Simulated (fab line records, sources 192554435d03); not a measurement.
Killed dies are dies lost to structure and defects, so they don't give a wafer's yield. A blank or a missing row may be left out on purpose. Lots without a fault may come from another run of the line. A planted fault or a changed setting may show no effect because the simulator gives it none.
fab line records | flow n5_finfet
record lots=7 wafers=39
route steps=1938 shown ZERO_LAYER@11 FIN_SAQP@99 SD_EPI_N@278 SDB@347 MOL_CONTACT_COAG@559 BEOL_M0@720 BEOL_M4@1021 BEOL_M5@1183 BEOL_M7@1323 BEOL_M9@1440 BEOL_M12@1615 BEOL_M14@1751 MIM_BOT@1833 PASSIVATION@1936
start_h: hours from the record's first day to the start of the lot's first wafer shown | wait_h: hours since the lot's step before | " the same as in the row above | L1.1+2: a row that stands for several wafers | - no value, or no start given | * or withheld: withheld | < > ~ a bound
route shown NAME@n: a module of which the file shows steps, and the number in the route of the first | usual: mean/standard deviation of fault-free wafers | same: alike in all rows | chamber/n: place in a boat | sites: the reading at each site | _std_site: their standard deviation | _edge_site: outer sites' mean less inner sites' | radius_mm: how far each site lies from the wafer's centre | mask NAME#n: copy n | behind: the tool/chamber that last shaped the wafer | hold: why the lot was held/for how many hours/how that ended | device: the transistor (n, p or np) that didn't switch | end of line: the same wafers' tests at the end of the route | a step without rows: its recipe alone | killed: dies lost to structure and defects at the first sort, not the wafer's yield | map: a wafer's dies, x killed, . not, _ none there
set.NAME: the setting as run; set.NAME@STEP: as run at that earlier step | model.NAME: the simulator's own value behind a step, which no gauge read
lots whose settings were changed on purpose; a table a step, a row a wafer
## steps
# step N5_ZERO_LAYER_DEVELOP_10
# recipe develop_time_s=60 rinse_liquid=diw dry=air_spin dev_temp_c=21
# step N5_FIN_SAQP_PECVD_48
# recipe material=SiNx target_thk_a=250 temp_c=400 precursor=SiH4/NH3/N2 pressure_torr=1.5 rf_w=300 time_s=22.1
# step N5_SD_EPI_N_ETCH_45
# recipe chemistry=CH3F/O2 target=SiOCN target_depth_a=60 mask_material=SOC ion_energy_ev=60 bias_w=29 pressure_mtorr=15 source_w=410 Ar_flow_sccm=150 CH3F_flow_sccm=30 O2_flow_sccm=20
# step N5_SDB_HM_DEP_00
# recipe material=SiNx target_thk_a=400 temp_c=400 precursor=SiH4/NH3/N2 pressure_torr=1.5 rf_w=300 time_s=35.3
# step N5_MOL_CONTACT_COAG_ALD_27
# recipe material=SiOC target_thk_a=170 temp_c=400 ald_precursor_family=carbosiloxane ald_co_reactant=H2-plasma pulse_time_s=1.5 time_s=2720 purge_time_s=2 co_reactant_purge_time_s=2 ald_cycles=340 pressure_torr=2
# step N5_BEOL_M0_ETCH_128
# recipe chemistry=CF4/N2 target_depth_a=120 overetch_a=51 target=SiCN time_s=21.4 ion_energy_ev=150 pressure_mtorr=40 source_w=430 bias_w=70 Ar_flow_sccm=100 cf4_flow_sccm=60 n2_flow_sccm=60
# step N5_BEOL_M4_ILD_DEP_00
# recipe material=SiOC target_thk_a=790 temp_c=350 precursor=DEMS/O2 pressure_torr=5 rf_w=500 time_s=15.3
# step N5_BEOL_M5_SPUTTER_90
# recipe material=Cu target_thk_a=45 temp_c=-20 chamber_pressure_pa=0.07 power_w=withheld time_s=8.29
# step N5_BEOL_M7_SPUTTER_48
# recipe material=Cu target_thk_a=100 temp_c=-20 bias_v=60 power_w=26000 chamber_pressure_pa=0.13 time_s=1.667
# step N5_BEOL_M9_ETCH_66
# recipe chemistry=N2/H2 target=SOC target_depth_a=800 overetch_a=160 mask_material=SiARC temp_c=40 time_s=120 ion_energy_ev=200 pressure_mtorr=30 source_w=840 bias_w=150 n2_flow_sccm=200 h2_flow_sccm=200
# step N5_BEOL_M12_DESCUM_15
# recipe chemistry=O2 time_s=7.9 source_power_w=50 bias_power_w=20 pressure_mtorr=20 rf_frequency_hz=2.712e+07 temp_c=40 o2_flow_sccm=225
# step N5_BEOL_M14_ETCH_68
# recipe chemistry=N2/H2 target=SOC mask_material=SiARC source_w=3000 bias_w=350 temp_c=40 time_s=450 ion_energy_ev=200 pressure_mtorr=30 n2_flow_sccm=200 h2_flow_sccm=200
# step N5_MIM_BOT_SPUTTER_00
# recipe material=TiN target_thk_a=350 temp_c=200 power_w=3000 chamber_pressure_pa=0.49996 gas=Ar reactive_partial_pa=0.37997 time_s=89.7
# step N5_PASSIVATION_PROBE_49
# usual sort_bin_6_memory=3.2/0.73
# columns lot.wafer tool chamber start_h wait_h set.develop_time_s@ZERO_LAYER_DEVELOP_10 set.time_s@FIN_SAQP_PECVD_48 set.target_depth_a@SD_EPI_N_ETCH_45 set.target_thk_a@SDB_HM_DEP_00 set.ald_cycles@MOL_CONTACT_COAG_ALD_27 set.time_s@BEOL_M0_ETCH_128 set.target_thk_a@BEOL_M4_ILD_DEP_00 set.target_thk_a@BEOL_M5_SPUTTER_90 set.target_thk_a@BEOL_M7_SPUTTER_48 set.time_s@BEOL_M9_ETCH_66 set.time_s@BEOL_M12_DESCUM_15 set.target_depth_a@BEOL_M14_ETCH_68 set.target_thk_a@MIM_BOT_SPUTTER_00 sort_bin_6_memory[%]
L079.2 prober-02 - 302.46 0.1 60 22.1 60 400 340 21.4 790 45 100 120 7.9 9000 350 3.4
L079.3 prober-02 - 302.51 0.1 60 22.1 60 400 340 21.4 790 45 100 120 7.9 9000 350 3.6
L079.6 prober-02 - 302.66 0.3 60 22.1 60 400 340 21.4 790 45 100 120 7.9 9000 350 3.1
L080.1 prober-01 - 325.92 0.0 79.44 22.1 60 473.8 450 28.99 790 45 100 120 7.9 10700 350 3.5
L080.2 prober-01 - 325.97 0.1 79.44 22.1 47.28 400 450 21.4 790 45 75.3 120 7.9 9000 446.6 3.5
L080.3 prober-01 - 326.02 0.1 60 22.1 47.28 400 450 28.99 394.8 45 100 120 7.9 9000 446.6 2.8
L080.4 prober-01 - 326.07 0.2 79.44 22.1 60 400 340 21.4 394.8 45 100 120 7.9 10700 446.6 2.5
L080.5 prober-01 - 326.12 0.2 60 22.1 47.28 473.8 340 28.99 790 45 75.3 120 7.9 10700 350 3.6
L080.6 prober-01 - 326.17 0.3 60 22.1 60 473.8 340 21.4 394.8 45 75.3 120 7.9 9000 350 2.4
L082.1 prober-02 - 353.67 0.0 36.57 22.1 60 400 540 31.44 790 45 45.76 120 7.9 5259 350 6.1
L082.2 prober-02 - 353.72 0.1 36.57 22.1 60 227.3 340 31.44 1151 45 100 120 7.9 9000 503.2 2.9
L082.3 prober-02 - 353.77 0.1 60 22.1 60 400 340 21.4 1151 64.3 45.76 120 4.566 5259 503.2 7.9
L082.4 prober-02 - 353.82 0.2 60 22.1 60 227.3 340 21.4 790 64.3 100 120 4.566 5259 503.2 3.1
L082.5 prober-02 - 353.87 0.2 60 22.1 60 227.3 540 31.44 1151 64.3 45.76 120 7.9 9000 350 6.9
L082.6 prober-02 - 353.92 0.3 36.57 22.1 60 400 540 21.4 790 45 100 120 4.566 9000 350 2.5
L084.1 prober-02 - 393.31 0.0 60 22.1 29.36 604.1 340 13.94 790 45 135.3 100.6 7.9 9000 350 2.5
L084.2 prober-02 - 393.36 0.1 42.3 22.1 29.36 400 340 13.94 1242 45 100 100.6 7.9 9000 447.6 2.8
L084.3 prober-02 - 393.41 0.1 42.3 8.851 60 604.1 340 21.4 790 37.06 135.3 120 5.389 9000 447.6 3.2
L084.4 prober-02 - 393.46 0.2 60 8.851 60 400 340 13.94 790 37.06 100 120 7.9 10950 350 3.3
L084.5 prober-02 - 393.51 0.2 60 22.1 60 604.1 340 21.4 1242 45 100 120 5.389 10950 447.6 3.1
L084.6 prober-02 - 393.56 0.3 42.3 8.851 29.36 400 340 21.4 1242 37.06 135.3 100.6 5.389 10950 350 2.7
L083.1 prober-02 - 408.31 0.0 60 30.6 93.83 515.2 340 21.4 537.4 45 45.64 120 12.61 9000 350 6.8
L083.2 prober-02 - 408.36 0.1 60 22.1 60 400 437 21.4 537.4 45 100 159.7 12.61 14340 350 3.9
L083.3 prober-02 - 408.41 0.1 90.92 22.1 93.83 515.2 437 29.03 537.4 45 100 120 7.9 14340 350 1.9
L083.4 prober-02 - 408.46 0.2 60 30.6 60 400 437 21.4 790 45 45.64 120 7.9 14340 350 7.5
L083.5 prober-02 - 408.51 0.2 90.92 30.6 60 515.2 340 29.03 790 45 45.64 159.7 12.61 9000 350 6.4
L083.6 prober-02 - 408.56 0.3 90.92 22.1 93.83 400 340 29.03 790 45 100 159.7 7.9 9000 350 2.8
L094.1 prober-02 - 449.64 0.0 60 22.1 60 309.5 340 28.61 790 45 100 64.37 7.9 6583 350 1.5
L094.2 prober-02 - 449.69 0.1 60 15.87 60 400 340 28.61 530.3 45 100 120 12.54 6583 350 2.6
L094.3 prober-02 - 449.74 0.1 60 15.87 24.4 309.5 340 21.4 530.3 45 100 64.37 12.54 9000 541.2 1.9
L094.4 prober-02 - 449.79 0.2 60 15.87 24.4 400 340 21.4 790 45 100 64.37 12.54 6583 541.2 1.9
L094.5 prober-02 - 449.84 0.2 60 22.1 60 400 340 21.4 530.3 45 100 120 7.9 9000 350 2.6
L094.6 prober-02 - 449.89 0.3 60 22.1 24.4 309.5 340 28.61 790 45 100 120 7.9 9000 541.2 2.8
L096.1 prober-01 - 471.96 0.0 60 26.1 92.47 271.5 340 14.84 790 45 100 182.4 7.9 13910 350 3.4
L096.2 prober-01 - 472.01 0.1 60 22.1 60 400 340 21.4 790 45 100 182.4 7.9 13910 350 4.2
L096.3 prober-01 - 472.06 0.1 81.84 22.1 60 271.5 528 14.84 790 33.92 100 182.4 7.9 9000 350 3.8
L096.4 prober-01 - 472.11 0.2 81.84 22.1 92.47 271.5 340 21.4 790 33.92 100 120 7.9 9000 350 2.2
L096.5 prober-01 - 472.16 0.2 60 26.1 60 400 528 21.4 790 45 100 120 7.9 9000 350 2.5
L096.6 prober-01 - 472.21 0.3 81.84 26.1 92.47 400 528 14.84 790 33.92 100 120 7.9 13910 350 3.8
# killed by level:class
L079.2 FIN_SAQP:geometric_particle:open=9 MOL_CONTACT_COAG:geometric_particle:open=8 BEOL_M4:geometric_particle:open=8 BEOL_M2:geometric_particle:open=7 BEOL_M3:geometric_particle:open=6 FIN_SAQP:geometric_particle:short=5 BEOL_M0_SAQP:geometric_particle:short=5 STI_FIN_REVEAL:geometric_particle:open=4
L079.3 BEOL_M4:geometric_particle:open=11 MOL_CONTACT_COAG:geometric_particle:open=10 BEOL_M2:geometric_particle:open=8 FIN_SAQP:geometric_particle:open=6 FIN_SAQP:geometric_particle:short=6 BEOL_M1:geometric_particle:open=6 BEOL_M0_SAQP:geometric_particle:short=5 BEOL_M4:geometric_particle:short=4
L079.6 BEOL_M0_SAQP:geometric_particle:open=8 BEOL_M2:geometric_particle:open=6 BEOL_M3:geometric_particle:open=6 STARTING-WAFER:geometric_particle:open=6 FIN_SAQP:geometric_particle:open=5 BEOL_M5:geometric_particle:open=5 MOL_CONTACT_COAG:geometric_particle:open=4 BEOL_M0:geometric_particle:short=4
L080.1 FIN_SAQP:geometric_particle:short=14 FIN_SAQP:geometric_particle:open=9 STI_FIN_REVEAL:geometric_particle:open=7 BEOL_M0_SAQP:geometric_particle:short=7 MOL_CONTACT_COAG:geometric_particle:open=6 BEOL_M1:geometric_particle:open=6 BEOL_M3:geometric_particle:open=6 GATE_CUT:geometric_particle:open=5
L080.2 MIM_BOT:area_sputter=284 MOL_CONTACT_COAG:geometric_particle:open=12 BEOL_M7:interface_void_opened=12 FIN_SAQP:geometric_particle:open=9 STI_FIN_REVEAL:geometric_particle:open=9 FIN_SAQP:geometric_particle:short=8 MOL_CONTACT_COAG:geometric_particle:short=8 GATE_CUT:geometric_particle:short=7
L080.3 BEOL_M4:area_dep=1100 MOL_CONTACT_COAG:geometric_particle:open=15 MOL_CONTACT_COAG:geometric_particle:short=8 BEOL_M2:geometric_particle:open=7 FIN_SAQP:geometric_particle:open=5 BEOL_M4:geometric_particle:open=5 BEOL_M0_SAQP:geometric_particle:short=4 BEOL_M0_SAQP:geometric_particle:open=4
L080.4 BEOL_M4:area_dep=1113 FIN_SAQP:geometric_particle:open=7 MOL_CONTACT_COAG:geometric_particle:open=7 BEOL_M3:geometric_particle:open=7 FIN_SAQP:geometric_particle:short=6 BEOL_M0_SAQP:geometric_particle:open=4 BEOL_M4:geometric_particle:open=4 BEOL_M1:geometric_particle:short=3
L080.5 MOL_CONTACT_COAG:geometric_particle:open=12 BEOL_M0_SAQP:geometric_particle:short=9 BEOL_M1:geometric_particle:open=7 BEOL_M2:geometric_particle:open=7 MOL_CONTACT_COAG:geometric_particle:short=6 STARTING-WAFER:geometric_particle:open=5 FIN_SAQP:geometric_particle:open=4 FIN_SAQP:geometric_particle:short=4
L080.6 BEOL_M4:area_dep=1097 MOL_CONTACT_COAG:geometric_particle:open=14 BEOL_M7:interface_void_opened=9 BEOL_M0_SAQP:geometric_particle:short=6 MOL_CONTACT_COAG:geometric_particle:short=5 BEOL_M3:geometric_particle:open=4 BEOL_M4:geometric_particle:open=4 MIM_TOP:geometric_particle:short=4
L082.1 BEOL_M7:interface_void_opened=151 BEOL_M3:geometric_particle:open=6 GATE_CUT:geometric_particle:open=5 FIN_SAQP:geometric_particle:open=3 GATE_CUT:geometric_particle:short=3 MOL_CONTACT_COAG:geometric_particle:open=3 BEOL_M4:geometric_particle:open=3 BEOL_M5:geometric_particle:short=3
L082.2 BEOL_M4:area_dep=1100 MOL_CONTACT_COAG:geometric_particle:open=16 BEOL_M3:geometric_particle:open=10 BEOL_M0_SAQP:geometric_particle:short=8 BEOL_M2:geometric_particle:open=7 BEOL_M0_SAQP:geometric_particle:open=5 BEOL_M7:geometric_particle:open=5 DUMMY_GATE:geometric_particle:open=4
L082.3 BEOL_M4:area_dep=942 BEOL_M7:interface_void_opened=131 BEOL_M0_SAQP:geometric_particle:open=11 BEOL_M0_SAQP:geometric_particle:short=8 BEOL_M2:geometric_particle:open=8 GATE_CUT:geometric_particle:short=7 MOL_CONTACT_COAG:geometric_particle:open=7 BEOL_M3:geometric_particle:open=6
L082.4 MIM_BOT:area_sputter=1096 STI_FIN_REVEAL:geometric_particle:open=18 BEOL_M0_SAQP:geometric_particle:short=11 BEOL_M2:geometric_particle:open=7 STARTING-WAFER:geometric_particle:short=5 BEOL_M0_SAQP:geometric_particle:open=4 STI_FIN_REVEAL:geometric_particle:short=3 DUMMY_GATE:geometric_particle:open=3
L082.5 BEOL_M4:area_dep=968 BEOL_M7:interface_void_opened=122 STI_FIN_REVEAL:geometric_particle:open=9 MOL_CONTACT_COAG:geometric_particle:open=9 DUMMY_GATE:geometric_particle:open=8 FIN_SAQP:geometric_particle:short=6 BEOL_M2:geometric_particle:open=6 BEOL_M3:geometric_particle:open=5
L082.6 BEOL_M3:geometric_particle:open=11 BEOL_M0_SAQP:geometric_particle:short=7 STI_FIN_REVEAL:geometric_particle:open=5 BEOL_M2:geometric_particle:open=5 MOL_CONTACT_COAG:geometric_particle:open=5 BEOL_M4:geometric_particle:open=5 ILD0:geometric_particle:short=4 BEOL_M0_SAQP:geometric_particle:open=4
L084.1 SDB:area_open=1074 BEOL_M0_SAQP:geometric_particle:short=15 BEOL_M4:geometric_particle:open=9 MOL_CONTACT_COAG:geometric_particle:open=7 FIN_SAQP:geometric_particle:short=4 BEOL_M1:geometric_particle:open=4 BEOL_M1:geometric_particle:short=4 GATE_CUT:geometric_particle:short=3
L084.2 BEOL_M4:area_dep=1103 BEOL_M0_SAQP:geometric_particle:short=14 BEOL_M0_SAQP:geometric_particle:open=11 BEOL_M4:geometric_particle:open=6 STARTING-WAFER:geometric_particle:short=6 FIN_SAQP:geometric_particle:short=5 BEOL_M2:geometric_particle:open=5 BEOL_M1:geometric_particle:open=4
L084.3 SDB:area_open=1077 BEOL_M0_SAQP:geometric_particle:short=10 MOL_CONTACT_COAG:geometric_particle:open=9 BEOL_M0_SAQP:geometric_particle:open=9 FIN_SAQP:geometric_particle:open=7 BEOL_M2:geometric_particle:open=7 BEOL_M4:geometric_particle:open=6 FIN_SAQP:geometric_particle:short=5
L084.4 BEOL_M0_SAQP:geometric_particle:short=12 BEOL_M0_SAQP:geometric_particle:open=10 FIN_SAQP:geometric_particle:open=7 BEOL_M1:geometric_particle:short=6 FIN_SAQP:geometric_particle:short=5 BEOL_M2:geometric_particle:open=4 BEOL_M3:geometric_particle:open=4 BEOL_M4:geometric_particle:open=4
L084.5 SDB:area_open=1084 FIN_SAQP:geometric_particle:short=11 BEOL_M1:geometric_particle:open=11 BEOL_M2:geometric_particle:open=10 BEOL_M0_SAQP:geometric_particle:open=8 MOL_CONTACT_COAG:geometric_particle:open=6 BEOL_M3:geometric_particle:open=5 FIN_SAQP:geometric_particle:open=4
L084.6 BEOL_M4:area_dep=1063 FIN_SAQP:geometric_particle:short=11 MOL_CONTACT_COAG:geometric_particle:open=11 BEOL_M0_SAQP:geometric_particle:short=8 BEOL_M4:geometric_particle:open=8 FIN_SAQP:geometric_particle:open=7 BEOL_M0_SAQP:geometric_particle:open=7 STI_FIN_REVEAL:geometric_particle:open=7
L083.1 BEOL_M4:area_dep=789 BEOL_M7:interface_void_opened=153 SDB:area_open=24 MOL_CONTACT_COAG:geometric_particle:open=10 BEOL_M1:geometric_particle:open=6 STI_FIN_REVEAL:geometric_particle:open=5 BEOL_M3:geometric_particle:open=5 FIN_SAQP:geometric_particle:open=4
L083.2 BEOL_M4:area_dep=954 MOL_CONTACT_COAG:geometric_particle:open=19 STI_FIN_REVEAL:geometric_particle:open=7 BEOL_M0_SAQP:geometric_particle:short=7 BEOL_M0_SAQP:geometric_particle:open=7 GATE_CUT:geometric_particle:open=6 BEOL_M3:geometric_particle:open=5 MOL_CONTACT_COAG:geometric_particle:short=5
L083.3 BEOL_M4:area_dep=960 BEOL_M3:geometric_particle:open=13 SDB:area_open=10 BEOL_M1:geometric_particle:open=6 BEOL_M4:geometric_particle:open=5 GATE_CUT:geometric_particle:open=4 BEOL_M3:geometric_particle:short=4 FIN_SAQP:geometric_particle:short=3
L083.4 BEOL_M7:interface_void_opened=144 MOL_CONTACT_COAG:geometric_particle:open=12 BEOL_M3:geometric_particle:open=10 DUMMY_GATE:geometric_particle:open=5 MIM_TOP_ETCH:geometric_particle:open=5 BEOL_M1:geometric_particle:open=5 PASS1_CAP:geometric_particle:short=5 BEOL_M5:geometric_particle:open=4
L083.5 BEOL_M7:interface_void_opened=149 SDB:area_open=47 BEOL_M2:geometric_particle:open=8 STI_FIN_REVEAL:geometric_particle:open=4 MOL_CONTACT_COAG:geometric_particle:open=4 STARTING-WAFER:geometric_particle:short=4 BEOL_M0_SAQP:geometric_particle:short=3 BEOL_M4:geometric_particle:open=3
L083.6 MOL_CONTACT_COAG:geometric_particle:open=8 BEOL_M3:geometric_particle:open=8 BEOL_M1:geometric_particle:open=6 DUMMY_GATE:geometric_particle:open=5 DUMMY_GATE:geometric_particle:short=4 BEOL_M7:geometric_particle:open=4 MOL_CONTACT_COAG:geometric_particle:short=3 STARTING-WAFER:geometric_particle:open=3
L094.1 BEOL_M9:area_etch=1047 STI_FIN_REVEAL:geometric_particle:open=12 MOL_CONTACT_COAG:geometric_particle:open=8 FIN_SAQP:geometric_particle:open=6 BEOL_M2:geometric_particle:open=5 DUMMY_GATE:geometric_particle:open=4 GATE_CUT:geometric_particle:short=4 FIN_SAQP:geometric_particle:short=3
L094.2 BEOL_M4:area_dep=1050 FIN_SAQP:geometric_particle:open=12 BEOL_M0_SAQP:geometric_particle:short=10 BEOL_M0_SAQP:geometric_particle:open=9 STI_FIN_REVEAL:geometric_particle:open=7 MOL_CONTACT_COAG:geometric_particle:open=5 DUMMY_GATE:geometric_particle:short=4 GATE_CUT:geometric_particle:open=4
L094.3 BEOL_M4:area_dep=1045 BEOL_M9:area_etch=71 DUMMY_GATE:geometric_particle:open=6 FIN_SAQP:geometric_particle:short=5 MIM_BOT:area_sputter=5 MOL_CONTACT_COAG:geometric_particle:open=4 BEOL_M0_SAQP:geometric_particle:open=3 BEOL_M0_SAQP:geometric_particle:short=3
L094.4 BEOL_M9:area_etch=1035 MIM_BOT:area_sputter=79 FIN_SAQP:geometric_particle:open=8 MOL_CONTACT_COAG:geometric_particle:open=8 GATE_CUT:geometric_particle:short=6 DUMMY_GATE:geometric_particle:open=5 FIN_SAQP:geometric_particle:short=4 STI_FIN_REVEAL:geometric_particle:open=4
L094.5 BEOL_M4:area_dep=1047 MOL_CONTACT_COAG:geometric_particle:open=17 DUMMY_GATE:geometric_particle:open=8 FIN_SAQP:geometric_particle:open=7 FIN_SAQP:geometric_particle:short=6 GATE_CUT:geometric_particle:short=4 BEOL_M0_SAQP:geometric_particle:open=4 MOL_CONTACT_COAG:geometric_particle:short=3
L094.6 MIM_BOT:area_sputter=1099 MOL_CONTACT_COAG:geometric_particle:open=14 STI_FIN_REVEAL:geometric_particle:open=6 BEOL_M2:geometric_particle:open=6 FIN_SAQP:geometric_particle:short=5 BEOL_M1:geometric_particle:open=5 BEOL_M0:geometric_particle:open=4 DUMMY_GATE:geometric_particle:open=4
L096.1 BEOL_M3:geometric_particle:open=11 FIN_SAQP:geometric_particle:short=10 STI_FIN_REVEAL:geometric_particle:open=7 BEOL_M0_SAQP:geometric_particle:short=6 BEOL_M2:geometric_particle:open=6 FIN_SAQP:geometric_particle:open=4 BEOL_M1:geometric_particle:open=4 BEOL_M1:geometric_particle:short=4
L096.2 STI_FIN_REVEAL:geometric_particle:open=17 FIN_SAQP:geometric_particle:open=15 BEOL_M4:geometric_particle:open=13 FIN_SAQP:geometric_particle:short=12 BEOL_M3:geometric_particle:open=12 BEOL_M2:geometric_particle:open=9 BEOL_M1:geometric_particle:open=8 PASS1_DEP:geometric_particle:short=6
L096.3 STI_FIN_REVEAL:geometric_particle:open=12 BEOL_M3:geometric_particle:open=10 BEOL_M4:geometric_particle:open=10 MOL_CONTACT_COAG:geometric_particle:short=7 BEOL_M2:geometric_particle:open=7 FIN_SAQP:geometric_particle:open=6 FIN_SAQP:geometric_particle:short=5 BEOL_M0_SAQP:geometric_particle:short=5
L096.4 FIN_SAQP:geometric_particle:open=8 BEOL_M3:geometric_particle:open=7 STI_FIN_REVEAL:geometric_particle:open=5 DUMMY_GATE:geometric_particle:open=5 PASS1_CAP:geometric_particle:open=5 FIN_SAQP:geometric_particle:short=4 BEOL_M1:geometric_particle:open=4 BEOL_M4:geometric_particle:open=4
L096.5 BEOL_M2:geometric_particle:open=12 FIN_SAQP:geometric_particle:open=7 BEOL_M3:geometric_particle:open=7 STI_FIN_REVEAL:geometric_particle:open=7 BEOL_M4:geometric_particle:open=6 BEOL_M1:geometric_particle:short=5 FIN_SAQP:geometric_particle:short=4 GATE_CUT:geometric_particle:short=4
L096.6 BEOL_M3:geometric_particle:open=15 STI_FIN_REVEAL:geometric_particle:open=14 BEOL_M1:geometric_particle:open=12 BEOL_M4:geometric_particle:open=11 FIN_SAQP:geometric_particle:short=9 DUMMY_GATE:geometric_particle:open=8 MOL_CONTACT_COAG:geometric_particle:open=5 FIN_SAQP:geometric_particle:open=4
## key
split step=N5_ZERO_LAYER_DEVELOP_10 setting=develop_time_s stated_as=60
response none clear
split step=N5_FIN_SAQP_PECVD_48 setting=time_s stated_as=22.1
response none clear
split step=N5_SD_EPI_N_ETCH_45 setting=target_depth_a stated_as=60
response none clear
split step=N5_SDB_HM_DEP_00 setting=target_thk_a stated_as=400
response none clear
split step=N5_MOL_CONTACT_COAG_ALD_27 setting=ald_cycles stated_as=340
response none clear
split step=N5_BEOL_M0_ETCH_128 setting=time_s stated_as=21.4
response none clear
split step=N5_BEOL_M4_ILD_DEP_00 setting=target_thk_a stated_as=790
response none clear
split step=N5_BEOL_M5_SPUTTER_90 setting=target_thk_a stated_as=45
response none clear
split step=N5_BEOL_M7_SPUTTER_48 setting=target_thk_a stated_as=100
response step=N5_PASSIVATION_PROBE_49 reading=sort_bin_6_memory slope=-0.0601 per=1% together_with=all explained=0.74
split step=N5_BEOL_M9_ETCH_66 setting=time_s stated_as=120
response none clear
split step=N5_BEOL_M12_DESCUM_15 setting=time_s stated_as=7.9
response none clear
split step=N5_BEOL_M14_ETCH_68 setting=target_depth_a stated_as=9000
response none clear
split step=N5_MIM_BOT_SPUTTER_00 setting=target_thk_a stated_as=350
response none clear
